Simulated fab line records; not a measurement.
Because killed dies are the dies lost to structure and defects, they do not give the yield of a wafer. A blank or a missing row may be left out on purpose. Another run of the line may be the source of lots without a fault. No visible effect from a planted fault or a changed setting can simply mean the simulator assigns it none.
What tool caused it? + flow n5-finfet + 24 lots, 72 wafers sampled, at 6 steps of a route of 1938

== WHAT THE GAUGES READ, wafer by wafer ==
N5_BEOL_M6_OVL_MEAS_29.
| lot  | measured     | on         | V5_OVL (nm)    |
|------|--------------|------------|----------------|
| L076 | day 10 10:44 | overlay-02 | 0.2 -0.2 0.3   |
| L078 | day 10 20:29 | overlay-02 | 1.1 1.1 0.7    |
| L074 | day 11 04:29 | overlay-01 | 0.2 0.1 0.2    |
| L077 | day 11 07:37 | overlay-01 | 0.3 0.5 0.2    |
| L080 | day 11 10:53 | overlay-02 | 1.7 0.6 1.1    |
| L075 | day 11 10:58 | overlay-02 | 0.8 1.3 1.4    |
| L079 | day 11 10:56 | overlay-01 | -0.1 -0.2 -1.2 |
| L081 | day 12 09:16 | overlay-02 | 1.0 2.0 1.8    |
| L082 | day 12 09:05 | overlay-01 | 0.7 1.0 0.0    |
| L083 | day 12 13:16 | overlay-01 | 0.6 -0.2 0.4   |
| L086 | day 13 10:58 | overlay-02 | 1.0 1.2 -0.7   |
| L084 | day 13 13:30 | overlay-02 | -0.4 0.2 0.3   |
| L085 | day 13 15:25 | overlay-02 | 1.3 1.5 1.7    |
| L087 | day 13 19:02 | overlay-01 | -0.1 -0.4 0.2  |
| L088 | day 14 12:07 | overlay-02 | 0.5 -0.2 -0.2  |
| L089 | day 14 14:25 | overlay-01 | 0.2 -0.9 -0.7  |
| L091 | day 14 16:44 | overlay-02 | 0.2 2.3 0.5    |
| L090 | day 14 22:52 | overlay-01 | -0.4 0.5 0.3   |
| L094 | day 15 00:42 | overlay-02 | 0.7 0.3 0.9    |
| L092 | day 15 05:22 | overlay-02 | -0.5 1.0 0.9   |
| L093 | day 15 08:27 | overlay-01 | 1.3 0.4 1.4    |
| L095 | day 16 10:44 | overlay-01 | 1.0 0.0 1.8    |
| L096 | day 16 11:07 | overlay-01 | -0.6 0.2 0.9   |
| L097 | day 17 14:06 | overlay-01 | 0.7 1.6 1.6    |

N5_BEOL_M7_OVL_MEAS_12.
| lot  | measured     | on         | M7_OVL (nm)   |
|------|--------------|------------|---------------|
| L076 | day 10 19:06 | overlay-02 | -0.4 -0.5 0.5 |
| L078 | day 11 05:27 | overlay-02 | 1.3 0.7 0.8   |
| L074 | day 11 12:07 | overlay-02 | 0.4 -0.4 -0.8 |
| L077 | day 11 15:39 | overlay-01 | 0.7 1.2 0.0   |
| L080 | day 11 19:10 | overlay-01 | 0.4 1.7 1.6   |
| L075 | day 11 19:19 | overlay-01 | -0.7 0.0 0.7  |
| L079 | day 11 19:00 | overlay-01 | 0.4 1.4 0.0   |
| L081 | day 12 15:16 | overlay-02 | 0.4 1.0 2.1   |
| L082 | day 12 15:03 | overlay-02 | 0.7 1.8 1.8   |
| L083 | day 12 18:22 | overlay-01 | -0.4 -0.4 1.0 |
| L086 | day 13 16:56 | overlay-02 | 0.4 -0.2 -0.7 |
| L084 | day 13 20:11 | overlay-01 | 1.1 0.3 0.8   |
| L085 | day 13 20:15 | overlay-01 | 0.1 0.2 0.8   |
| L087 | day 14 01:45 | overlay-01 | -0.6 0.7 0.3  |
| L088 | day 14 17:08 | overlay-02 | 0.1 1.6 -1.1  |
| L089 | day 14 19:10 | overlay-01 | 0.2 -0.8 -0.3 |
| L091 | day 14 22:09 | overlay-01 | 0.0 0.0 -1.2  |
| L090 | day 15 04:11 | overlay-01 | -0.5 0.0 0.0  |
| L094 | day 15 06:26 | overlay-02 | 0.7 0.7 0.3   |
| L092 | day 15 11:08 | overlay-02 | 0.4 0.6 -0.3  |
| L093 | day 15 17:47 | overlay-01 | 1.1 -0.3 -0.1 |
| L095 | day 16 15:41 | overlay-01 | 0.2 1.2 -1.0  |
| L096 | day 16 17:34 | overlay-02 | -0.8 0.5 -0.8 |
| L097 | day 17 19:07 | overlay-01 | -0.3 0.0 0.9  |

== WHICH TOOL RAN EACH LOT (tool, then ch and the chambers of the sampled wafers, then the start) ==
| lot  | N5_BEOL_M6_HM_OPEN_17             | N5_BEOL_M6_DESCUM_33               | N5_BEOL_M6_TRENCH_ETCH_37                     | N5_BEOL_M7_HM_DEP_02         |
|------|-----------------------------------|------------------------------------|-----------------------------------------------|------------------------------|
| L076 | rie-metal-03 ch 0,1, day 10 09:08 | rie-diel-03 ch 0,2,3, day 10 10:49 | rie-diel-03 ch 0,2,3, day 10 18:42 or earlier | pvd-sputter-03, day 10 18:42 |
| L078 | rie-metal-02 ch 0,1, day 10 16:17 | rie-diel-02 ch 0,1, day 10 20:48   | rie-diel-02 ch 0,1, day 11 04:55 or earlier   | pvd-sputter-02, day 11 04:55 |
| L074 | rie-metal-02 ch 0,1, day 11 00:32 | rie-diel-02 ch 0,1,3, day 11 04:59 | rie-diel-02 ch 0,1,3, day 11 11:35 or earlier | pvd-sputter-03, day 11 11:35 |
| L077 | rie-metal-01 ch 0,1, day 11 05:28 | rie-diel-06 ch 0,1, day 11 08:01   | rie-diel-06 ch 0,1, day 11 15:07 or earlier   | pvd-sputter-03, day 11 15:07 |
| L080 | rie-metal-03 ch 0, day 11 09:19   | rie-diel-03 ch 0,1,2, day 11 11:25 | rie-diel-03 ch 0,1,2, day 11 18:34 or earlier | pvd-sputter-01, day 11 18:34 |
| L075 | rie-metal-02 ch 1, day 11 09:37   | rie-diel-06 ch 0,3, day 11 11:45   | rie-diel-06 ch 0,3, day 11 18:36 or earlier   | pvd-sputter-03, day 11 18:36 |
| L079 | rie-metal-01 ch 0,1, day 11 09:48 | rie-diel-02 ch 0,2,3, day 11 11:33 | rie-diel-02 ch 0,2,3, day 11 18:28 or earlier | pvd-sputter-01, day 11 18:28 |
| L081 | rie-metal-01 ch 0,1, day 12 05:42 | rie-diel-02 ch 1,2,3, day 12 09:41 | rie-diel-02 ch 1,2,3, day 12 14:44 or earlier | pvd-sputter-01, day 12 14:44 |
| L082 | rie-metal-03 ch 0,1, day 12 06:55 | rie-diel-06 ch 0,1,2, day 12 09:33 | rie-diel-06 ch 0,1,2, day 12 14:38 or earlier | pvd-sputter-01, day 12 14:38 |
| L083 | rie-metal-02 ch 0,1, day 12 11:11 | rie-diel-06 ch 0,1,2, day 12 13:21 | rie-diel-06 ch 0,1,2, day 12 17:58 or earlier | pvd-sputter-03, day 12 17:58 |
| L086 | rie-metal-03 ch 0,1, day 13 08:31 | rie-diel-06 ch 0,3, day 13 11:02   | rie-diel-06 ch 0,3, day 13 16:25 or earlier   | pvd-sputter-02, day 13 16:25 |
| L084 | rie-metal-02 ch 0,1, day 13 12:49 | rie-diel-06 ch 0,1, day 13 13:35   | rie-diel-06 ch 0,1, day 13 19:39 or earlier   | pvd-sputter-02, day 13 19:39 |
| L085 | rie-metal-02 ch 0,1, day 13 13:46 | rie-diel-06 ch 0,1,3, day 13 15:31 | rie-diel-06 ch 0,1,3, day 13 19:51 or earlier | pvd-sputter-02, day 13 19:51 |
| L087 | rie-metal-02 ch 0,1, day 13 17:14 | rie-diel-02 ch 0,1, day 13 19:34   | rie-diel-02 ch 0,1, day 14 01:21 or earlier   | pvd-sputter-02, day 14 01:21 |
| L088 | rie-metal-01 ch 0,1, day 14 05:39 | rie-diel-02 ch 2,3, day 14 12:12   | rie-diel-02 ch 2,3, day 14 16:44 or earlier   | pvd-sputter-03, day 14 16:44 |
| L089 | rie-metal-03 ch 0,1, day 14 13:17 | rie-diel-03 ch 0,1,2, day 14 14:30 | rie-diel-03 ch 0,1,2, day 14 18:46 or earlier | pvd-sputter-03, day 14 18:46 |
| L091 | rie-metal-03 ch 0,1, day 14 14:47 | rie-diel-03 ch 0,3, day 14 16:49   | rie-diel-03 ch 0,3, day 14 21:37 or earlier   | pvd-sputter-01, day 14 21:37 |
| L090 | rie-metal-03 ch 0,1, day 14 18:59 | rie-diel-06 ch 0,1,2, day 14 22:58 | rie-diel-06 ch 0,1,2, day 15 03:39 or earlier | pvd-sputter-01, day 15 03:39 |
| L094 | rie-metal-03 ch 0,1, day 14 23:48 | rie-diel-03 ch 1,2, day 15 00:47   | rie-diel-03 ch 1,2, day 15 06:01 or earlier   | pvd-sputter-03, day 15 06:01 |
| L092 | rie-metal-01 ch 1, day 15 02:07   | rie-diel-06 ch 0,2,3, day 15 05:29 | rie-diel-06 ch 0,2,3, day 15 10:35 or earlier | pvd-sputter-03, day 15 10:35 |
| L093 | rie-metal-03 ch 1, day 15 07:29   | rie-diel-06 ch 0,2, day 15 08:32   | rie-diel-06 ch 0,2, day 15 17:22 or earlier   | pvd-sputter-02, day 15 17:22 |
| L095 | rie-metal-02 ch 0,1, day 16 07:28 | rie-diel-02 ch 0,1,2, day 16 10:59 | rie-diel-02 ch 0,1,2, day 16 15:09 or earlier | pvd-sputter-01, day 16 15:09 |
| L096 | rie-metal-02 ch 0,1, day 16 10:34 | rie-diel-02 ch 0,1,2, day 16 11:27 | rie-diel-02 ch 0,1,2, day 16 17:02 or earlier | pvd-sputter-02, day 16 17:02 |
| L097 | rie-metal-01 ch 0,1, day 17 12:50 | rie-diel-06 ch 2,3, day 17 14:11   | rie-diel-06 ch 2,3, day 17 18:35 or earlier   | pvd-sputter-02, day 17 18:35 |
- N5_BEOL_M6_HM_OPEN_17: chemistry Cl2/BCl3, target TiN, target depth 20 nm, overetch 6 nm.
- N5_BEOL_M6_DESCUM_33: chemistry O2, time 7 s.
- N5_BEOL_M6_TRENCH_ETCH_37: etches SiCOH lowk in C4F6/O2, target depth 94.435 nm, time 31.5 s.
- N5_BEOL_M7_HM_DEP_02: deposits TiN, target thk 20 nm.

== AS READ BY THE TOOLS THEMSELVES (means over the sampled wafers that have a number; for cases with no such wafer, the mark the record gives instead) ==
N5_BEOL_M6_HM_OPEN_17.
| lot  | tool         | drypump-motor-current-A (A) | he-backside-leak-sccm (sccm) | oes_ar_750_au (a.u.) | oes-product-au (a.u.) | throttle-valve-pct (%) |
|------|--------------|-----------------------------|------------------------------|----------------------|-----------------------|------------------------|
| L076 | rie-metal-03 | 5.8                         | 3.52                         | 0.70                 | 0.60                  | 22.12                  |
| L078 | rie-metal-02 | 5.4                         | 3.48                         | 0.72                 | 0.60                  | 22.08                  |
| L074 | rie-metal-02 | 5.4                         | 3.40                         | 0.71                 | 0.58                  | 22.09                  |
| L077 | rie-metal-01 | 5.5                         | 3.29                         | 0.82                 | 0.69                  | 21.88                  |
| L080 | rie-metal-03 | 5.1                         | 3.56                         | 0.80                 | 0.68                  | 22.38                  |
| L075 | rie-metal-02 | 6.4                         | 3.13                         | 0.89                 | 0.75                  | 22.22                  |
| L079 | rie-metal-01 | 5.1                         | 3.33                         | 0.84                 | 0.69                  | 21.98                  |
| L081 | rie-metal-01 | 5.4                         | 3.62                         | 0.81                 | 0.68                  | 21.89                  |
| L082 | rie-metal-03 | 5.7                         | 3.61                         | 0.68                 | 0.58                  | 22.14                  |
| L083 | rie-metal-02 | 5.9                         | 3.43                         | 0.91                 | 0.76                  | 22.10                  |
| L086 | rie-metal-03 | 5.4                         | 3.39                         | 0.74                 | 0.61                  | 22.30                  |
| L084 | rie-metal-02 | 5.9                         | 3.15                         | 0.90                 | 0.74                  | 22.11                  |
| L085 | rie-metal-02 | 5.3                         | 3.37                         | 0.93                 | 0.77                  | 21.95                  |
| L087 | rie-metal-02 | 5.3                         | 3.45                         | 0.93                 | 0.77                  | 21.95                  |
| L088 | rie-metal-01 | 5.4                         | 3.46                         | 0.80                 | 0.67                  | 21.90                  |
| L089 | rie-metal-03 | 5.4                         | 3.33                         | 0.85                 | 0.72                  | 22.19                  |
| L091 | rie-metal-03 | 5.4                         | 3.51                         | 0.85                 | 0.71                  | 22.18                  |
| L090 | rie-metal-03 | 5.7                         | 3.30                         | 0.91                 | 0.77                  | 21.96                  |
| L094 | rie-metal-03 | 5.7                         | 3.37                         | 0.90                 | 0.78                  | 21.96                  |
| L092 | rie-metal-01 | 5.6                         | 3.74                         | 0.76                 | 0.66                  | 21.81                  |
| L093 | rie-metal-03 | 6.0                         | 3.24                         | 0.94                 | 0.81                  | 21.74                  |
| L095 | rie-metal-02 | 5.3                         | 3.46                         | 0.89                 | 0.74                  | 21.96                  |
| L096 | rie-metal-02 | 5.8                         | 3.21                         | 0.86                 | 0.72                  | 22.12                  |
| L097 | rie-metal-01 | 5.2                         | 3.31                         | 0.81                 | 0.66                  | 22.00                  |

N5_BEOL_M6_DESCUM_33.
| lot  | tool        | drypump-motor-current-A (A) | oes-product-au (a.u.) | rf-vpp-V (V) | showerhead-plenum-p-Torr (Torr) | throttle-valve-pct (%) |
|------|-------------|-----------------------------|-----------------------|--------------|---------------------------------|------------------------|
| L076 | rie-diel-03 | 5.5                         | 0.77                  | 241.3        | 2.01                            | 20.29                  |
| L078 | rie-diel-02 | 5.9                         | 0.84                  | 244.0        | 2.18                            | 20.22                  |
| L074 | rie-diel-02 | 6.0                         | 0.77                  | 242.9        | 2.10                            | 20.32                  |
| L077 | rie-diel-06 | 5.4                         | 0.69                  | 243.9        | 2.17                            | 20.53                  |
| L080 | rie-diel-03 | 5.5                         | 0.79                  | 242.9        | 2.08                            | 20.51                  |
| L075 | rie-diel-06 | 6.2                         | 0.72                  | 244.2        | 2.14                            | 20.41                  |
| L079 | rie-diel-02 | 5.9                         | 0.85                  | 243.2        | 2.09                            | 20.08                  |
| L081 | rie-diel-02 | 5.7                         | 0.78                  | 242.2        | 2.04                            | 20.43                  |
| L082 | rie-diel-06 | 5.8                         | 0.68                  | 243.8        | 2.16                            | 20.58                  |
| L083 | rie-diel-06 | 5.8                         | 0.69                  | 244.3        | 2.16                            | 20.57                  |
| L086 | rie-diel-06 | 6.5                         | 0.88                  | 243.6        | 2.13                            | 20.12                  |
| L084 | rie-diel-06 | 5.4                         | 0.68                  | 244.3        | 2.16                            | 20.56                  |
| L085 | rie-diel-06 | 6.0                         | 0.78                  | 243.1        | 2.15                            | 20.35                  |
| L087 | rie-diel-02 | 5.9                         | 0.90                  | 244.1        | 2.17                            | 20.18                  |
| L088 | rie-diel-02 | 5.9                         | 0.75                  | 241.8        | 2.00                            | 20.22                  |
| L089 | rie-diel-03 | 5.5                         | 0.75                  | 242.6        | 2.07                            | 20.55                  |
| L091 | rie-diel-03 | 5.3                         | 0.88                  | 243.6        | 2.10                            | 20.12                  |
| L090 | rie-diel-06 | 5.7                         | 0.77                  | 243.6        | 2.15                            | 20.50                  |
| L094 | rie-diel-03 | 5.7                         | 0.70                  | 242.8        | 2.04                            | 20.64                  |
| L092 | rie-diel-06 | 6.3                         | 0.85                  | 244.5        | 2.14                            | 20.29                  |
| L093 | rie-diel-06 | 6.0                         | 0.77                  | 244.5        | 2.14                            | 20.47                  |
| L095 | rie-diel-02 | 5.6                         | 0.86                  | 243.2        | 2.10                            | 20.30                  |
| L096 | rie-diel-02 | 5.6                         | 0.86                  | 242.9        | 2.10                            | 20.29                  |
| L097 | rie-diel-06 | 6.4                         | 0.88                  | 243.1        | 2.14                            | 20.28                  |

N5_BEOL_M6_TRENCH_ETCH_37.
| lot  | tool        | drypump-motor-current-A (A) | oes_ar_750_au (a.u.) | oes_o_777_au (a.u.) | oes-product-au (a.u.) | rf-vpp-V (V) | showerhead-plenum-p-Torr (Torr) | throttle-valve-pct (%) |
|------|-------------|-----------------------------|----------------------|---------------------|-----------------------|--------------|---------------------------------|------------------------|
| L076 | rie-diel-03 | 5.5                         | 0.77                 | 0.78                | 0.77                  | 657          | 2.72                            | 20.72                  |
| L078 | rie-diel-02 | 5.9                         | 0.84                 | 0.85                | 0.84                  | 669          | 2.95                            | 20.68                  |
| L074 | rie-diel-02 | 6.0                         | 0.77                 | 0.77                | 0.77                  | 662          | 2.84                            | 20.75                  |
| L077 | rie-diel-06 | 5.4                         | 0.71                 | 0.73                | 0.71                  | 665          | 2.93                            | 20.97                  |
| L080 | rie-diel-03 | 5.5                         | 0.79                 | 0.81                | 0.79                  | 656          | 2.81                            | 20.95                  |
| L075 | rie-diel-06 | 6.2                         | 0.70                 | 0.70                | 0.70                  | 683          | 2.91                            | 20.94                  |
| L079 | rie-diel-02 | 5.9                         | 0.85                 | 0.87                | 0.86                  | 663          | 2.84                            | 20.59                  |
| L081 | rie-diel-02 | 5.7                         | 0.78                 | 0.79                | 0.77                  | 658          | 2.77                            | 20.87                  |
| L082 | rie-diel-06 | 5.8                         | 0.69                 | 0.70                | 0.68                  | 673          | 2.91                            | 20.94                  |
| L083 | rie-diel-06 | 5.7                         | 0.69                 | 0.71                | 0.68                  | 674          | 2.91                            | 20.95                  |
| L086 | rie-diel-06 | 6.5                         | 0.86                 | 0.85                | 0.87                  | 678          | 2.92                            | 20.74                  |
| L084 | rie-diel-06 | 5.4                         | 0.69                 | 0.71                | 0.68                  | 664          | 2.92                            | 21.00                  |
| L085 | rie-diel-06 | 6.0                         | 0.77                 | 0.78                | 0.78                  | 670          | 2.91                            | 20.86                  |
| L087 | rie-diel-02 | 5.9                         | 0.89                 | 0.90                | 0.89                  | 669          | 2.93                            | 20.61                  |
| L088 | rie-diel-02 | 6.0                         | 0.76                 | 0.77                | 0.77                  | 656          | 2.73                            | 20.70                  |
| L089 | rie-diel-03 | 5.5                         | 0.76                 | 0.77                | 0.76                  | 654          | 2.80                            | 20.99                  |
| L091 | rie-diel-03 | 5.3                         | 0.88                 | 0.89                | 0.89                  | 666          | 2.86                            | 20.60                  |
| L090 | rie-diel-06 | 5.7                         | 0.77                 | 0.79                | 0.77                  | 673          | 2.90                            | 20.87                  |
| L094 | rie-diel-03 | 5.7                         | 0.71                 | 0.72                | 0.70                  | 649          | 2.76                            | 21.05                  |
| L092 | rie-diel-06 | 6.3                         | 0.83                 | 0.84                | 0.84                  | 679          | 2.90                            | 20.74                  |
| L093 | rie-diel-06 | 6.0                         | 0.76                 | 0.77                | 0.77                  | 685          | 2.89                            | 20.86                  |
| L095 | rie-diel-02 | 5.6                         | 0.86                 | 0.87                | 0.87                  | 665          | 2.85                            | 20.76                  |
| L096 | rie-diel-02 | 5.6                         | 0.86                 | 0.88                | 0.86                  | 664          | 2.85                            | 20.75                  |
| L097 | rie-diel-06 | 6.4                         | 0.86                 | 0.87                | 0.87                  | 676          | 2.88                            | 20.66                  |

N5_BEOL_M7_HM_DEP_02.
| lot  | tool           | throttle-valve-pct (%) |
|------|----------------|------------------------|
| L076 | pvd-sputter-03 | 30.1                   |
| L078 | pvd-sputter-02 | 29.5                   |
| L074 | pvd-sputter-03 | 30.4                   |
| L077 | pvd-sputter-03 | 29.9                   |
| L080 | pvd-sputter-01 | 28.7                   |
| L075 | pvd-sputter-03 | 29.8                   |
| L079 | pvd-sputter-01 | 29.6                   |
| L081 | pvd-sputter-01 | 29.2                   |
| L082 | pvd-sputter-01 | 29.5                   |
| L083 | pvd-sputter-03 | 31.0                   |
| L086 | pvd-sputter-02 | 29.2                   |
| L084 | pvd-sputter-02 | 29.2                   |
| L085 | pvd-sputter-02 | 29.0                   |
| L087 | pvd-sputter-02 | 29.2                   |
| L088 | pvd-sputter-03 | 30.4                   |
| L089 | pvd-sputter-03 | 30.4                   |
| L091 | pvd-sputter-01 | 28.4                   |
| L090 | pvd-sputter-01 | 28.5                   |
| L094 | pvd-sputter-03 | 30.8                   |
| L092 | pvd-sputter-03 | 30.0                   |
| L093 | pvd-sputter-02 | 29.2                   |
| L095 | pvd-sputter-01 | 29.6                   |
| L096 | pvd-sputter-02 | 29.2                   |
| L097 | pvd-sputter-02 | 29.3                   |

== THE ANSWER, worked out from the rows above alone ==
Rule: the lots themselves supply what counts as usual. The widest of any qualifying gaps counts: lots, ordered by their means at a reading, are off when they make up no more than a third of the lots, leave a main group of 4 or more, and stand apart from it by 3 or more times the standard deviation of that group's means. Not used: any main group whose means are identical at the precision the tables above print for the reading. Also off: a lot with no number at a reading for which 4 or more lots have one. The other lots that the step has rows for count as sound. Order of review: gauges by route order, followed by the tools' own readings, for which a lot's mean as printed above is used. The first step at which some lot is off is used, and at that step the reading that is off furthest; a lot without a number counts as furthest.
Nothing can be told from this: no lot is off at any reading shown.

== WHAT HAD BEEN PUT IN BY THE SIMULATOR ==
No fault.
